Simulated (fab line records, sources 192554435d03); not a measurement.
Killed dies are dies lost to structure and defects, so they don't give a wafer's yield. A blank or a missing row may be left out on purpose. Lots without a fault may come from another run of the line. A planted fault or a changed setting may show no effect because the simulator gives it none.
fab line records | flow n5_finfet
record lots=5 wafers=15 last_day=17
route steps=1938 shown BEOL_M4@1099 BEOL_M5@1112 PASSIVATION@1936
lots that met no fault: from a run of the same line without faults
start_h: hours from the record's first day to the start of the lot's first wafer shown | wait_h: hours since the lot's step before | " the same as in the row above | L1.1+2: a row that stands for several wafers | - no value, or no start given | * or withheld: withheld | < > ~ a bound
route shown NAME@n: a module of which the file shows steps, and the number in the route of the first | usual: mean/standard deviation of fault-free wafers | same: alike in all rows | chamber/n: place in a boat | sites: the reading at each site | _std_site: their standard deviation | _edge_site: outer sites' mean less inner sites' | radius_mm: how far each site lies from the wafer's centre | mask NAME#n: copy n | behind: the tool/chamber that last shaped the wafer | hold: why the lot was held/for how many hours/how that ended | device: the transistor (n, p or np) that didn't switch | end of line: the same wafers' tests at the end of the route | a step without rows: its recipe alone | killed: dies lost to structure and defects at the first sort, not the wafer's yield | map: a wafer's dies, x killed, . not, _ none there
set.NAME: the setting as run; set.NAME@STEP: as run at that earlier step | model.NAME: the simulator's own value behind a step, which no gauge read
lots at some steps of the route; a table a step, a row a wafer
services: from which hour (start_h, from the record's first day; less than 0 if before it) a tool's chamber was out of use, for how many hours, and why
## steps
# step N5_BEOL_M4_ANNEAL_95
# recipe temp_c=400 time_s=240 ambient=vacuum
# step N5_BEOL_M4_SPUTTER_96
# recipe material=Cu target_thk_a=45 temp_c=-20 chamber_pressure_pa=0.07 power_w=withheld time_s=8.29
# step N5_BEOL_M4_ECD_50
# recipe material=Cu target_thk_a=3000
# step N5_BEOL_M4_ANNEAL_51
# recipe temp_c=225 time_s=90 ambient=N2
# step N5_BEOL_M4_CMP_52
# recipe stop_on=SiOC t_overpolish_s=6.8 down_force_psi=1 platen_rpm=50 clearing_platen_down_force_psi=1.5 clearing_platen_rpm=50 post_cmp_clean=cu_alkaline target_thk_nm=40 clearing_platen_pad_velocity_m_s=0.99484 pad_velocity_m_s=0.99484
# step N5_BEOL_M4_PRE_CLEAN_60
# recipe gas=NH3/H2 time_s=15 temp_c=* rf_power_w=300
# step N5_BEOL_M4_CO_CAP_55
# recipe material=Co target_thk_a=20 temp_c=200 precursor=CCTBA/H2 pressure_torr=30 time_s=102.1
# step N5_BEOL_M4_PRE_CLEAN_56
# recipe gas=NH3 time_s=15 temp_c=withheld rf_power_w=300
# step N5_BEOL_M4_DEP_57
# recipe material=SiCN target_thk_a=80 temp_c=withheld precursor=3MS/NH3 pressure_torr=3 rf_w=202 time_s=14
# step N5_BEOL_M4_RC_MEAS_101
# usual DIBL_N=36.5/1.8 DIBL_P=36.5/2.1 IOFF_N=0.17/0.031 IOFF_P=0.22/0.036 ION_N=677/11 ION_P=463/8 SS_N=71.6/0.61 SS_P=73.3/0.63 VT_N=249/3.1 VT_P=-250/3.3
# columns lot.wafer tool chamber start_h wait_h DIBL_N[mV/V] DIBL_P[mV/V] IOFF_N[nA/um] IOFF_P[nA/um] ION_N[uA/um] ION_P[uA/um] SS_N[mV/dec] SS_P[mV/dec] VT_N[mV] VT_P[mV]
L167.2 prober-01 0 189.63 0.2 33.7 32.9 0.11 0.16 671 462 70.7 72.9 255 -256
L167.4 " 0 " " 37.3 36.3 0.16 0.20 679 460 71.9 73.5 249 -250
L167.5 " 0 " " 35.8 35.9 0.14 0.19 685 463 71.2 73.6 252 -251
L168.1 prober-01 0 201.93 0.0 35.5 35.4 0.14 0.20 675 466 70.5 72.9 250 -250
L168.2 " 0 " " 35.4 34.3 0.14 0.20 667 468 71.3 72.9 249 -248
L168.5 " 0 " " 36.8 37.7 0.18 0.24 687 473 72.2 73.5 247 -247
L169.2 prober-02 0 212.41 0.2 38.8 40.8 0.22 0.30 697 477 72.2 74.5 243 -243
L169.3 " 0 " " 34.9 35.1 0.14 0.18 677 463 71.1 72.5 252 -249
L169.6 " 0 " " 36.1 37.0 0.16 0.21 683 469 71.5 73.2 248 -251
L179.1 prober-01 0 271.46 0.0 39.1 40.1 0.22 0.27 694 472 72.0 74.2 244 -249
L179.3 " 0 " " 36.1 36.4 0.15 0.20 671 461 71.2 72.8 250 -251
L179.5 " 0 " " 37.0 36.9 0.16 0.21 677 463 71.9 72.8 251 -249
L185.4 prober-02 0 313.24 0.5 37.9 38.7 0.20 0.28 678 472 71.8 73.9 244 -245
L185.5 " 0 " " 37.9 38.7 0.21 0.28 685 470 71.8 73.9 245 -244
L185.6 " 0 " " 39.4 40.0 0.22 0.30 688 477 72.4 74.3 244 -244
# step N5_BEOL_M5_ILD_DEP_00
# recipe material=SiCOH_lowk target_thk_a=1406.4 temp_c=300 precursor=DEMS/porogen pressure_torr=5 rf_w=500 time_s=25.9
# step N5_BEOL_M5_CURE_79
# recipe temp_c=385 time_s=240 ambient=He/Ar material=SiCOH_lowk
# step N5_BEOL_M5_PECVD_70
# recipe material=SiO2 target_thk_a=160 temp_c=400 precursor=TEOS/O2 pressure_torr=5.5 rf_w=450 teos_flow_sccm=53.8 gas=O2 flow_sccm=3000 time_s=18
# step N5_BEOL_M5_HM_DEP_02
# recipe material=TiN target_thk_a=200 temp_c=25 chamber_pressure_pa=0.49996
# step N5_BEOL_M5_COAT_59
# recipe resist=SOC temp_c=250 time_s=60 spin_rpm=1500 resist_thk_nm=60
# step N5_BEOL_M5_COAT_60
# recipe resist=SiARC temp_c=220 time_s=60 spin_rpm=1500 resist_thk_nm=12
# step N5_BEOL_M5_COAT_71
# recipe resist=underlayer temp_c=205 time_s=60 spin_rpm=1500 resist_thk_nm=5
# step N5_BEOL_M5_COAT_05
# recipe resist=CAR-EUV spin_rpm=1500 resist_thk_nm=30
# step N5_BEOL_M5_EBR_07
# recipe solvent=PGMEA ebr_width_mm=1.5
# step N5_BEOL_M5_SOFTBAKE_06
# recipe temp_c=110 time_s=60 resist=CAR-EUV
# step N5_BEOL_M5_EXPOSE_08
# recipe mask_id=M5 na=0.33 source_shape=annular sigma_inner=0.4 sigma_outer=0.8 polarization=unpolarized target_cd_nm=28 dose_mj=35.75
# step N5_BEOL_M5_PEB_09
# recipe peb_temp_c=100 peb_time_s=60 resist=CAR-EUV
# step N5_BEOL_M5_DEVELOP_10
# recipe develop_time_s=30 developer=TMAH resist=CAR-EUV rinse_liquid=surfactant_rinse dry=air_spin dev_temp_c=23
# step N5_BEOL_M5_DESCUM_16
# recipe chemistry=O2 time_s=7 source_power_w=50 bias_power_w=20 pressure_mtorr=20 rf_frequency_hz=2.712e+07 temp_c=40 resist=CAR-EUV o2_flow_sccm=225
# step N5_BEOL_M5_ETCH_72
# recipe chemistry=N2/H2 target=underlayer target_depth_a=65 mask_material=CAR-EUV time_s=5.2 ion_energy_ev=200 pressure_mtorr=30 source_w=840 bias_w=150 n2_flow_sccm=200 h2_flow_sccm=200 ends=cleared
# step N5_BEOL_M5_ETCH_61
# recipe chemistry=CF4 target=SiARC target_depth_a=156 mask_material=CAR-EUV time_s=26 ion_energy_ev=80 pressure_mtorr=40 source_w=545 bias_w=36 Ar_flow_sccm=100 cf4_flow_sccm=100 ends=cleared
# step N5_BEOL_M5_ETCH_62
# recipe chemistry=N2/H2 target=SOC target_depth_a=750 overetch_a=150 mask_material=SiARC temp_c=40 time_s=112.5 ion_energy_ev=200 pressure_mtorr=30 source_w=840 bias_w=150 n2_flow_sccm=200 h2_flow_sccm=200
# step N5_BEOL_M5_STRIP_63
# recipe chemistry=N2/H2 temp_c=40 n2_flow_sccm=200 h2_flow_sccm=200 rf_frequency_hz=6e+07
# step N5_BEOL_M5_STRIP_73
# recipe chemistry=N2/H2 temp_c=40 n2_flow_sccm=200 h2_flow_sccm=200 rf_frequency_hz=6e+07
# step N5_BEOL_M5_STRIP_64
# recipe chemistry=CF4 resist=SiARC power_w=300 bias_power_w=75 pressure_mtorr=50 cf4_flow_sccm=150 rf_frequency_hz=6e+07
# step N5_BEOL_M5_HM_OPEN_17
# recipe chemistry=Cl2/BCl3 target_depth_a=200 overetch_a=60 target=TiN mask_material=SOC ion_energy_ev=150 pressure_mtorr=10 icp_w=1000 bias_w=126 Cl2_flow_sccm=53.25 bcl3_flow_sccm=21.75 Ar_flow_sccm=25
# step N5_BEOL_M5_STRIP_19
# recipe chemistry=O2 power_w=400 temp_c=40 pressure_mtorr=30 rf_frequency_hz=6e+07 bias_power_w=0 overash_fraction=0.2 o2_flow_sccm=225
# step N5_BEOL_M5_COAT_65
# recipe resist=SOC temp_c=250 time_s=60 spin_rpm=1500 resist_thk_nm=60
# step N5_BEOL_M5_COAT_66
# recipe resist=SiARC temp_c=220 time_s=60 spin_rpm=1500 resist_thk_nm=12
# step N5_BEOL_M5_CVD_47
# recipe material=Co target_thk_a=30 temp_c=withheld precursor=CCTBA/H2 pressure_torr=30 time_s=216
# usual chamber_pressure_Torr=30.00/0.06 run_length_s=238.8/0.45
# columns lot.wafer tool chamber start_h wait_h chamber_pressure_Torr run_length_s
L167.2 cvd_co-02 0 198.41 0.0 - -
L167.4 " 2 " " - -
L167.5 " 1 " " - -
L168.1 cvd_co-01 1 208.23 0.0 - -
L168.2 " 0 " " - -
L168.5 " 2 " " - -
L169.2 cvd_co-01 2 220.81 0.1 - -
L169.3 " 1 " " - -
L169.6 " 2 " " - -
L179.1 cvd_co-01 0 277.69 0.0 29.96 238.4
L179.3 " 1 " " 30.06 238.9
L179.5 " 1 " " 30.08 239.8
L185.4 cvd_co-01 0 318.87 0.1 29.90 238.5
L185.5 " 0 " " 29.99 238.4
L185.6 " 1 " " 29.97 239.4
# step N5_BEOL_M5_CMP_52
# recipe stop_on=SiCOH_lowk t_overpolish_s=6.9 down_force_psi=1 platen_rpm=50 clearing_platen_down_force_psi=1.5 clearing_platen_rpm=50 post_cmp_clean=cu_alkaline target_thk_nm=62 clearing_platen_pad_velocity_m_s=0.99484 pad_velocity_m_s=0.99484
# usual barrier_field_endpoint_s=24.8/0.84 motor_current_A=5.7/0.62
# columns lot.wafer tool chamber start_h wait_h barrier_field_endpoint_s motor_current_A model.Cu_of_BEOL_M5_ECD_50.thk_nm
L167.2 cmp-04 2 204.09 0.2 20.6 4.6 64
L167.4 " 0 " " 20.7 5.0 63.2
L167.5 " 3 " " 22.0 6.6 67
L168.1 cmp-01 1 213.38 0.3 21.1 5.2 65.4
L168.2 " 2 " " 21.0 6.1 63.4
L168.5 " 0 " " 21.2 4.6 63.6
L169.2 cmp-03 1 226.11 0.5 21.5 6.0 67.6
L169.3 " 2 " " 21.1 5.8 64.4
L169.6 " 3 " " 22.5 6.0 67.4
L179.3 cmp-01 1 284.35 0.2 25.8 5.0 64.8
L179.1 " 2 " " 25.5 5.9 66.4
L179.5 " 1 " " 25.5 5.1 62.6
L185.4 cmp-03 1 323.92 0.2 26.2 5.6 63.8
L185.6 " 0 " " 26.6 6.0 63.6
L185.5 " 1 " " 26.1 6.4 64.2
# step N5_PASSIVATION_PROBE_49
# usual defect_limited_yield=91.4/1.5 killed_at_M0_to_M3=35/11 killed_at_M4_up=16/7 killed_at_contacts=11/5.3 killed_at_front_end=37/11 killed_at_other=3.1/2.8 killed_dies=102/18 killed_on_rim=13/3.7 killed_open=69/15 killed_short=31/7.8 sort_bin_5_function=5.1/1.1 sort_bin_6_memory=3.2/0.69 sort_n_pass=1078/18 sort_yield_pct=91.4/1.5
# same gross_dies=1180 killed_at_back_side=0 sort_bin_4_leakage[%]=0 sort_bin_8_speed[%]=0
# columns lot.wafer tool chamber start_h wait_h defect_limited_yield[%] killed_at_M0_to_M3 killed_at_M4_up killed_at_contacts killed_at_front_end killed_at_other killed_dies killed_on_rim killed_open killed_short sort_bin_5_function[%] sort_bin_6_memory[%] sort_n_pass sort_yield_pct[%]
L167.2 prober-01 - 301.08 0.1 0 50 1084 23 21 2 1180 152 100 26 88.0 11.9 0 0
L167.4 prober-01 - 301.18 0.2 0 51 1072 19 34 4 1180 152 90 35 88.1 11.5 0 0
L167.5 prober-01 - 301.23 0.2 0 71 1077 14 18 0 1180 152 89 38 87.5 11.9 0 0
L168.1 prober-01 - 303.19 0.0 0 14 1134 9 23 0 1180 152 49 23 90.4 9.6 0 0
L168.2 prober-01 - 303.24 0.1 0 19 1108 10 38 5 1180 152 64 27 89.5 10.3 0 0
L168.5 prober-01 - 303.39 0.2 0 31 1115 8 26 0 1180 152 61 20 90.4 9.4 0 0
L169.2 prober-02 - 318.13 0.1 0 20 1118 9 29 4 1180 152 42 24 90.4 9.3 0 0
L169.3 prober-02 - 318.18 0.1 0 28 1121 7 24 0 1180 152 49 23 89.1 10.7 0 0
L169.6 prober-02 - 318.33 0.3 0 26 1114 12 28 0 1180 152 59 20 90.0 9.6 0 0
L179.1 prober-02 - 380.65 0.0 92.4 34 17 1 31 7 90 10 62 25 4.7 2.5 1090 92.4
L179.3 prober-02 - 380.75 0.1 90.3 41 13 4 44 12 114 15 75 38 5.7 3.5 1066 90.3
L179.5 prober-02 - 380.85 0.2 93.4 36 12 6 19 5 78 12 50 28 4.2 2.2 1102 93.4
L185.4 prober-02 - 407.68 0.4 91.7 35 11 4 46 2 98 14 64 29 5.1 2.6 1082 91.7
L185.5 prober-02 - 407.73 0.4 91.4 38 15 7 39 3 102 15 72 30 5.1 3.1 1078 91.4
L185.6 prober-02 - 407.78 0.5 89.3 34 14 18 59 1 126 14 89 32 5.5 4.6 1054 89.3
# killed by level:class
L167.2 BEOL_M5:area_cvd=818 BEOL_M5:interface_void_opened=236 MOL_CONTACT_COAG:geometric_particle:open=20 BEOL_M4:geometric_particle:open=20 BEOL_M0_SAQP:geometric_particle:open=13 BEOL_M2:geometric_particle:open=12 BEOL_M3:geometric_particle:open=10 BEOL_M0_SAQP:geometric_particle:short=9
L167.4 BEOL_M5:area_cvd=808 BEOL_M5:interface_void_opened=247 MOL_CONTACT_COAG:geometric_particle:open=17 BEOL_M3:geometric_particle:open=16 BEOL_M0_SAQP:geometric_particle:open=11 BEOL_M0_SAQP:geometric_particle:short=10 STI_FIN_REVEAL:geometric_particle:open=9 FIN_SAQP:geometric_particle:short=7
L167.5 BEOL_M5:area_cvd=788 BEOL_M5:interface_void_opened=264 BEOL_M0_SAQP:geometric_particle:short=18 BEOL_M4:geometric_particle:open=18 BEOL_M3:geometric_particle:open=17 MOL_CONTACT_COAG:geometric_particle:open=12 BEOL_M0_SAQP:geometric_particle:open=10 BEOL_M2:geometric_particle:open=10
L168.1 BEOL_M5:area_cvd=863 BEOL_M5:interface_void_opened=245 MOL_CONTACT_COAG:geometric_particle:open=7 BEOL_M5:geometric_particle:open=7 BEOL_M4:geometric_particle:open=6 STI_FIN_REVEAL:geometric_particle:open=4 GATE_CUT:geometric_particle:short=4 BEOL_M2:geometric_particle:open=4
L168.2 BEOL_M5:area_cvd=837 BEOL_M5:interface_void_opened=250 MOL_CONTACT_COAG:geometric_particle:open=10 FIN_SAQP:geometric_particle:open=9 BEOL_M4:geometric_particle:open=9 BEOL_M0_SAQP:geometric_particle:open=8 STI_FIN_REVEAL:geometric_particle:open=6 STI_FIN_REVEAL:geometric_particle:short=4
L168.5 BEOL_M5:area_cvd=833 BEOL_M5:interface_void_opened=266 BEOL_M1:geometric_particle:open=13 STI_FIN_REVEAL:geometric_particle:open=9 BEOL_M0_SAQP:geometric_particle:open=8 MOL_CONTACT_COAG:geometric_particle:open=6 BEOL_M1:geometric_particle:short=5 BEOL_M4:geometric_particle:open=5
L169.2 BEOL_M5:area_cvd=859 BEOL_M5:interface_void_opened=255 BEOL_M0_SAQP:geometric_particle:open=10 MOL_CONTACT_COAG:geometric_particle:open=7 STI_FIN_REVEAL:geometric_particle:open=6 FIN_SAQP:geometric_particle:open=4 FIN_SAQP:geometric_particle:short=4 STI_FIN_REVEAL:geometric_particle:short=4
L169.3 BEOL_M5:area_cvd=838 BEOL_M5:interface_void_opened=270 BEOL_M1:geometric_particle:open=10 BEOL_M0_SAQP:geometric_particle:open=9 FIN_SAQP:geometric_particle:open=6 FIN_SAQP:geometric_particle:short=4 STI_FIN_REVEAL:geometric_particle:open=4 MOL_CONTACT_COAG:geometric_particle:open=4
L169.6 BEOL_M5:area_cvd=852 BEOL_M5:interface_void_opened=249 FIN_SAQP:geometric_particle:open=9 BEOL_M1:geometric_particle:open=8 MOL_CONTACT_COAG:geometric_particle:short=7 STI_FIN_REVEAL:geometric_particle:open=7 BEOL_M4:geometric_particle:open=7 MOL_CONTACT_COAG:geometric_particle:open=5
L179.1 STI_FIN_REVEAL:geometric_particle:open=11 BEOL_M4:geometric_particle:open=8 BEOL_M0:geometric_particle:open=7 BEOL_M0_SAQP:geometric_particle:open=6 BEOL_M3:geometric_particle:open=6 BEOL_M2:geometric_particle:open=5 FIN_SAQP:geometric_particle:open=4 BEOL_M0_SAQP:geometric_particle:short=4
L179.3 FIN_SAQP:geometric_particle:short=14 BEOL_M3:geometric_particle:open=14 BEOL_M2:geometric_particle:open=11 FIN_SAQP:geometric_particle:open=10 STI_FIN_REVEAL:geometric_particle:open=6 MIM_TOP:geometric_particle:short=5 BEOL_M4:geometric_particle:open=5 MOL_CONTACT_COAG:geometric_particle:open=4
L179.5 BEOL_M2:geometric_particle:open=12 BEOL_M2:geometric_particle:short=10 BEOL_M3:geometric_particle:open=8 BEOL_M4:geometric_particle:open=8 FIN_SAQP:geometric_particle:short=4 MOL_CONTACT_COAG:geometric_particle:open=4 STARTING-WAFER:geometric_particle:short=4 FIN_SAQP:geometric_particle:open=3
L185.4 STI_FIN_REVEAL:geometric_particle:open=14 BEOL_M2:geometric_particle:open=11 BEOL_M0_SAQP:geometric_particle:short=6 BEOL_M1:geometric_particle:open=6 FIN_SAQP:geometric_particle:open=5 BEOL_M4:geometric_particle:open=5 HKMG_FIN:area_etch=5 FIN_SAQP:geometric_particle:short=4
L185.5 STI_FIN_REVEAL:geometric_particle:open=12 FIN_SAQP:geometric_particle:open=10 BEOL_M2:geometric_particle:open=10 BEOL_M1:geometric_particle:open=9 BEOL_M4:geometric_particle:open=7 FIN_SAQP:geometric_particle:short=6 BEOL_M0_SAQP:geometric_particle:short=6 MOL_CONTACT_COAG:geometric_particle:open=5
L185.6 STI_FIN_REVEAL:geometric_particle:open=19 MOL_CONTACT_COAG:geometric_particle:open=16 FIN_SAQP:geometric_particle:open=9 BEOL_M0_SAQP:geometric_particle:open=9 BEOL_M2:geometric_particle:open=8 BEOL_M1:geometric_particle:open=7 ILD0:geometric_particle:open=5 BEOL_M0_SAQP:geometric_particle:short=5
# map L167.2 (x killed, . not)
_________________xxxxxxxxxxxx________________
______________xxxxxxxxxxxxxxxxxx_____________
___________xxxxxxxxxxxxxxxxxxxxxxxx__________
__________xxxxxxxxxxxxxxxxxxxxxxxxxx_________
________xxxxxxxxxxxxxxxxxxxxxxxxxxxxxx_______
_______xxxxxxxxxxxxxxxxxxxxxxxxxxxxxxxx______
______xxxxxxxxxxxxxxxxxxxxxxxxxxxxxxxxxx_____
_____xxxxxxxxxxxxxxxxxxxxxxxxxxxxxxxxxxxx____
____xxxxxxxxxxxxxxxxxxxxxxxxxxxxxxxxxxxxxx___
___xxxxxxxxxxxxxxxxxxxxxxxxxxxxxxxxxxxxxxxx__
___xxxxxxxxxxxxxxxxxxxxxxxxxxxxxxxxxxxxxxxx__
__xxxxxxxxxxxxxxxxxxxxxxxxxxxxxxxxxxxxxxxxxx_
__xxxxxxxxxxxxxxxxxxxxxxxxxxxxxxxxxxxxxxxxxx_
_xxxxxxxxxxxxxxxxxxxxxxxxxxxxxxxxxxxxxxxxxxxx
_xxxxxxxxxxxxxxxxxxxxxxxxxxxxxxxxxxxxxxxxxxxx
_xxxxxxxxxxxxxxxxxxxxxxxxxxxxxxxxxxxxxxxxxxxx
_xxxxxxxxxxxxxxxxxxxxxxxxxxxxxxxxxxxxxxxxxxxx
_xxxxxxxxxxxxxxxxxxxxxxxxxxxxxxxxxxxxxxxxxxxx
_xxxxxxxxxxxxxxxxxxxxxxxxxxxxxxxxxxxxxxxxxxxx
_xxxxxxxxxxxxxxxxxxxxxxxxxxxxxxxxxxxxxxxxxxxx
_xxxxxxxxxxxxxxxxxxxxxxxxxxxxxxxxxxxxxxxxxxxx
__xxxxxxxxxxxxxxxxxxxxxxxxxxxxxxxxxxxxxxxxxx_
__xxxxxxxxxxxxxxxxxxxxxxxxxxxxxxxxxxxxxxxxxx_
___xxxxxxxxxxxxxxxxxxxxxxxxxxxxxxxxxxxxxxxx__
___xxxxxxxxxxxxxxxxxxxxxxxxxxxxxxxxxxxxxxxx__
____xxxxxxxxxxxxxxxxxxxxxxxxxxxxxxxxxxxxxx___
_____xxxxxxxxxxxxxxxxxxxxxxxxxxxxxxxxxxxx____
______xxxxxxxxxxxxxxxxxxxxxxxxxxxxxxxxxx_____
_______xxxxxxxxxxxxxxxxxxxxxxxxxxxxxxxx______
________xxxxxxxxxxxxxxxxxxxxxxxxxxxxxx_______
__________xxxxxxxxxxxxxxxxxxxxxxxxxx_________
___________xxxxxxxxxxxxxxxxxxxxxxxx__________
______________xxxxxxxxxxxxxxxxxx_____________
_________________xxxxxxxxxxxx________________
# map L168.1 (x killed, . not)
_________________xxxxxxxxxxxx________________
______________xxxxxxxxxxxxxxxxxx_____________
___________xxxxxxxxxxxxxxxxxxxxxxxx__________
__________xxxxxxxxxxxxxxxxxxxxxxxxxx_________
________xxxxxxxxxxxxxxxxxxxxxxxxxxxxxx_______
_______xxxxxxxxxxxxxxxxxxxxxxxxxxxxxxxx______
______xxxxxxxxxxxxxxxxxxxxxxxxxxxxxxxxxx_____
_____xxxxxxxxxxxxxxxxxxxxxxxxxxxxxxxxxxxx____
____xxxxxxxxxxxxxxxxxxxxxxxxxxxxxxxxxxxxxx___
___xxxxxxxxxxxxxxxxxxxxxxxxxxxxxxxxxxxxxxxx__
___xxxxxxxxxxxxxxxxxxxxxxxxxxxxxxxxxxxxxxxx__
__xxxxxxxxxxxxxxxxxxxxxxxxxxxxxxxxxxxxxxxxxx_
__xxxxxxxxxxxxxxxxxxxxxxxxxxxxxxxxxxxxxxxxxx_
_xxxxxxxxxxxxxxxxxxxxxxxxxxxxxxxxxxxxxxxxxxxx
_xxxxxxxxxxxxxxxxxxxxxxxxxxxxxxxxxxxxxxxxxxxx
_xxxxxxxxxxxxxxxxxxxxxxxxxxxxxxxxxxxxxxxxxxxx
_xxxxxxxxxxxxxxxxxxxxxxxxxxxxxxxxxxxxxxxxxxxx
_xxxxxxxxxxxxxxxxxxxxxxxxxxxxxxxxxxxxxxxxxxxx
_xxxxxxxxxxxxxxxxxxxxxxxxxxxxxxxxxxxxxxxxxxxx
_xxxxxxxxxxxxxxxxxxxxxxxxxxxxxxxxxxxxxxxxxxxx
_xxxxxxxxxxxxxxxxxxxxxxxxxxxxxxxxxxxxxxxxxxxx
__xxxxxxxxxxxxxxxxxxxxxxxxxxxxxxxxxxxxxxxxxx_
__xxxxxxxxxxxxxxxxxxxxxxxxxxxxxxxxxxxxxxxxxx_
___xxxxxxxxxxxxxxxxxxxxxxxxxxxxxxxxxxxxxxxx__
___xxxxxxxxxxxxxxxxxxxxxxxxxxxxxxxxxxxxxxxx__
____xxxxxxxxxxxxxxxxxxxxxxxxxxxxxxxxxxxxxx___
_____xxxxxxxxxxxxxxxxxxxxxxxxxxxxxxxxxxxx____
______xxxxxxxxxxxxxxxxxxxxxxxxxxxxxxxxxx_____
_______xxxxxxxxxxxxxxxxxxxxxxxxxxxxxxxx______
________xxxxxxxxxxxxxxxxxxxxxxxxxxxxxx_______
__________xxxxxxxxxxxxxxxxxxxxxxxxxx_________
___________xxxxxxxxxxxxxxxxxxxxxxxx__________
______________xxxxxxxxxxxxxxxxxx_____________
_________________xxxxxxxxxxxx________________
## services
# columns tool chamber start_h hours kind
cmp-04 - 175.32 3.3 pm
cmp-03 - 181.91 3.1 repair
cvd_co-01 - 204.15 2.1 repair
cvd_co-02 - 206.61 6.0 pm
cmp-04 - 207.03 0.2 repair
cmp-01 - 217.11 4.0 pm
cmp-01 - 221.11 - consumable_replace:conditioner
cmp-01 - 221.11 - consumable_replace:pad
cvd_co-01 - 223.42 8.5 repair
cmp-03 - 227.02 1.6 repair
cmp-04 - 242.01 0.8 repair
cmp-04 - 243.86 0.6 repair
cmp-04 - 247.10 2.6 repair
cmp-04 - 260.68 1.5 repair
cmp-01 - 278.69 4.5 pm
cmp-04 - 284.24 1.4 repair
cmp-04 - 286.17 0.3 repair
cmp-03 - 297.55 4.0 pm
cvd_co-01 2 300.00 30.8 repair
cmp-03 - 301.55 - consumable_replace:conditioner
cmp-04 - 301.55 3.6 pm
cmp-04 - 305.61 1.6 repair
cmp-03 - 316.37 1.2 repair
cmp-04 - 323.87 5.7 repair
## key
first_sign step=N5_BEOL_M5_CVD_47 reading=tool_record direction=missing
effect step=N5_BEOL_M5_CMP_52 reading=barrier_field_endpoint_s direction=down sigmas=4.2 usual=24.8 struck=21.3
effect step=N5_PASSIVATION_PROBE_49 reading=killed_at_M4_up direction=up sigmas=99+ usual=16 struck=1105
model_effect step=N5_BEOL_M5_CMP_52 value=Cu_of_BEOL_M5_ECD_50.thk_nm without=62.13 struck=65.11
more_kills_born_at N5_BEOL_M5_CVD_47@cvd_co-01=5082 N5_BEOL_M5_CVD_47@cvd_co-02=2414
met_at N5_BEOL_M5_CVD_47
struck_wafers L167.2,L167.4,L167.5,L168.1,L168.2,L168.5,L169.2,L169.3,L169.6
later_rows_left_out L167.2,L167.4,L167.5,L168.1,L168.2,L168.5,L169.2,L169.3,L169.6
fault kind=skipped_step_whole tool=cvd_co-01,cvd_co-02 chamber=- onset_h=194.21 steps=N5_BEOL_M5_CVD_47 scope=struck_lots_only
# later_rows_left_out: the simulator's readings of these wafers behind a module that went badly wrong aren't trusted and aren't shown, but for the sort
